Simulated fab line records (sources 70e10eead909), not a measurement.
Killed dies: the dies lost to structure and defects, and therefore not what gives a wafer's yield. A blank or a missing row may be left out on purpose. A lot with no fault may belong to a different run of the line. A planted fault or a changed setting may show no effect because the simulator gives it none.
Matching of chambers | flow nand harc | rie diel-03 running NHARC_A_STAIRCASE_TRIM_187: 4 sister chambers
The step chemistry O2, time 211.2 s. 4 wafers are shown with their chamber, then 11 later ones without.

== WAFERS PAIRED WITH THEIR CHAMBERS ==
wafer  | chamber | drypump motor current A (A)
L081.2 | 0       | 4.9
L082.6 | 3       | 5.8
L089.6 | 2       | 6.2
L093.1 | 1       | 6.3

== WAFERS MISSING THEIR CHAMBER ==
wafer  | drypump motor current A (A)
L093.3 | 6.2
L093.6 | 6.3
L094.1 | 5.8
L094.4 | 4.8
L094.5 | 6.3
L095.1 | 5.8
L095.3 | 4.8
L095.6 | 6.3
L097.1 | 4.8
L097.3 | 5.8
L097.5 | 6.3

== EACH ONE'S CHAMBER ==
wafer  | from the rows above     | in truth
L093.3 | can't be placed: 2 or 1 | 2
L093.6 | can't be placed: 1 or 2 | 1
L094.1 | 3                       | 3
L094.4 | 0                       | 0
L094.5 | can't be placed: 1 or 2 | 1
L095.1 | 3                       | 3
L095.3 | 0                       | 0
L095.6 | can't be placed: 1 or 2 | 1
L097.1 | 0                       | 0
L097.3 | 3                       | 3
L097.5 | can't be placed: 1 or 2 | 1
6 of 11 placed correctly. Cannot be placed on the basis of these rows: 5; the candidates contain the true chamber in 5. Wrongly placed: 0.
How it was worked out, from the rows above alone: a wafer's distance from a chamber is the root of the sum, over the readings, of the square of ((its reading less the chamber's mean) divided by the reading's scatter). If the next closest chamber is less than 2 further off than the closest, the wafer can't be placed; otherwise it belongs to the closest. Each chamber's mean is taken over the wafers shown for it. The scatter: with one shown wafer a chamber, the root of the mean of the squares of how far each hidden wafer lies from its nearest shown one.
